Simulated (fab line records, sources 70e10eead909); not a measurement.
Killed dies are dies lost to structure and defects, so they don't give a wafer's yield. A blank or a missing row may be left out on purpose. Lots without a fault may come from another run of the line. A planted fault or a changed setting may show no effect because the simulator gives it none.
Chamber matching | flow nand_harc | NHARC_P_BONDPAD_DESCUM_11 on rie_diel-08: 4 sister chambers
The step chemistry O2, time 3 s. 14 wafers are shown with their chamber, then 7 later ones without.

WAFERS WITH THEIR CHAMBER
wafer  | chamber | drypump_motor_current_A (A) | throttle_valve_pct (%) | oes_product_au (a.u.)
L934.1 | 0       | 6.2                         | 11.309                 | 1.003
L934.2 | 2       | 5.2                         | 11.318                 | 0.999
L934.6 | 3       | 5.7                         | 11.313                 | 1.013
L945.2 | 3       | 5.7                         | 11.297                 | 0.998
L945.4 | 2       | 5.3                         | 11.319                 | 0.999
L945.5 | 1       | 5.8                         | 11.293                 | 0.999
L946.1 | 0       | 6.2                         | 11.305                 | 0.999
L946.2 | 3       | 5.7                         | 11.323                 | 1.007
L946.3 | 2       | 5.3                         | 11.296                 | 1.007
L947.4 | 3       | 5.7                         | 11.299                 | 1.007
L947.5 | 0       | 6.2                         | 11.311                 | 1.005
L947.6 | 3       | 5.7                         | 11.308                 | 1.001
L949.3 | 0       | 6.2                         | 11.307                 | 0.994
L949.5 | 3       | 5.7                         | 11.288                 | 1.004

SIGNATURES (means of the wafers above)
reading                 | chamber 0 | chamber 1 | chamber 2 | chamber 3 | scatter within a chamber
drypump_motor_current_A | 6.200     | 5.800     | 5.267     | 5.700     | 0.0258
throttle_valve_pct      | 11.30800  | 11.29300  | 11.31100  | 11.30467  | 0.0107
oes_product_au          | 1.00025   | 0.99900   | 1.00167   | 1.00500   | 0.00501
Rule: a wafer's distance from a chamber is the root of the sum, over the readings, of the square of ((its reading less the chamber's mean) divided by the reading's scatter). The wafer belongs to the nearest chamber; if the next one is less than 2 further off, it can't be placed. The scatter: the root of (the sum of the squares of (reading less its chamber's mean) over the shown wafers, divided by (wafers less chambers)).

WAFERS WITHOUT THEIR CHAMBER
wafer  | drypump_motor_current_A (A) | throttle_valve_pct (%) | oes_product_au (a.u.)
L949.6 | 5.3                         | 11.316                 | 0.988
L952.1 | 5.8                         | 11.320                 | 1.006
L952.2 | 6.1                         | 11.321                 | 1.001
L952.4 | 5.3                         | 11.292                 | 0.997
L955.1 | 5.2                         | 11.329                 | 1.009
L955.2 | 6.2                         | 11.315                 | 1.006
L955.5 | 6.2                         | 11.316                 | 1.008

WHICH CHAMBER EACH WENT THROUGH
wafer  | from the rows above     | in truth
L949.6 | 2                       | 2
L952.1 | can't be placed: 1 or 3 | 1
L952.2 | 0                       | 0
L952.4 | 2                       | 2
L955.1 | 2                       | 2
L955.2 | 0                       | 0
L955.5 | 0                       | 0
Placed correctly: 6 of 7. Can't be placed from these rows: 1 (the true chamber is among the candidates in 1). Placed wrongly: 0.
